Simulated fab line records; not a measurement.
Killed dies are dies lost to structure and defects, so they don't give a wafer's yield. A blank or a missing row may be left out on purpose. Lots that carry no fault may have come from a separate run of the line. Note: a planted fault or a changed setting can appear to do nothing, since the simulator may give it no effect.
Problem report, 8D (eight disciplines) form, completed by code | flow nand harc | the parts of the form that need people (team, actions taken, sign-off) are left out

1. THE ISSUE
Wafers without a fault read 119.6 nm, standard deviation 0.69; cd nm at NHARC_A_M1_CD_MEAS_09 reads a mean of 128.8 nm on 9 wafers belonging to 3 lots. That is +13 standard deviations from the usual mean.
The step: target cd 120 nm.
The first sign was on wafer L458.3 at day 20 22:04, on cd sem-01. The record holds 33 wafers of 11 lots with a number at this step. By rule, "out" or "out of limits" means more than 4 standard deviations away from the usual mean. The rest of the wafers with a number are treated as sound.

2. WHAT IT IS, AND WHAT IT ISN'T
question                    | is                     | is not
which readings at this step | cd nm                  | -
which lots                  | L458, L459, L462       | L446, L447, L450, L451, L452, L461, L465, L468
which wafers of those lots  | all that have a number | -
read on which gauges        | cd sem-01, cd sem-02   | -
when                        | from day 20 22:04      | up to then (15 sound wafers); but 9 sound wafers of L461, L465, L468 came after

3. WHAT RULES OUT EACH SUSPECT
Counting: any tool at a process step up to the reading is kept as a suspect provided that every lot that is out went through it and no sound lot did after the first of them.
- the gauge at NHARC_A_M1_CD_MEAS_09: ruled out. 2 gauges (cd sem-01, cd sem-02) read the wafers that are out.
- arfi scanner-02 at NHARC_A_M1_EXPOSE_06 (exposes mask A M1, target cd 120 nm): kept. It processed each lot that is out, first L458 at day 20 21:56, and no sound lot thereafter; up to then, the last sound lot it processed was L450 at day 18 01:14. Out on those wafers are its own readings of exposure dose mJ cm2.
Remaining after the count: arfi scanner-02 at NHARC_A_M1_EXPOSE_06.

4. THE CAUSE (what the simulator had put in)
Process parameter drift: arfi scanner-02, from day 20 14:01 on, at NHARC_A_M1_EXPOSE_06. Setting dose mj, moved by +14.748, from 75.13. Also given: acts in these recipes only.
This tool alone remained once counting was done.

5. THE CHAIN OF EFFECTS, in route order
Each row: a reading where the mean over the struck wafers with a number is more than 3 standard deviations away from the usual. Only readings for which the record gives a usual standard deviation are gone through. hours: the time from each lot's start at the first step in this table that gives one to its start at this step, as a median over the lots. sigmas: the change in usual standard deviations.
hours | step                  | reading              | usual    | on struck wafers | change | sigmas
0     | NHARC_A_M1_EXPOSE_06  | exposure dose mJ cm2 | 75.10    | 87.11            | +12.01 | +99 or more
0     | NHARC_A_M1_CD_MEAS_09 | cd nm                | 119.6 nm | 128.8            | +9.2   | +13
Its process steps:
- NHARC_A_M1_EXPOSE_06: exposes mask A M1, target cd 120 nm.
Later measuring or inspecting steps at which every struck wafer that the step has a row for has a number for every such reading, and none has moved that far: NHARC_END_SORT_01.

6. HOW IT WOULD HAVE BEEN CAUGHT EARLIER
In this record the first reading out of limits at a measuring or inspecting step was taken at day 20 22:04, 8 hours after the fault began at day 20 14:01.
At NHARC_A_M1_EXPOSE_06, the tool's own readings (exposure dose mJ cm2) were out on each struck wafer the step has a row for, so an alarm limit on them would have fired on the first such wafer.
Lots out: 3; of these, L462, L459 started NHARC_A_M1_EXPOSE_06 on arfi scanner-02 after day 20 22:04. A hold on the tool at that time would have spared those 2.
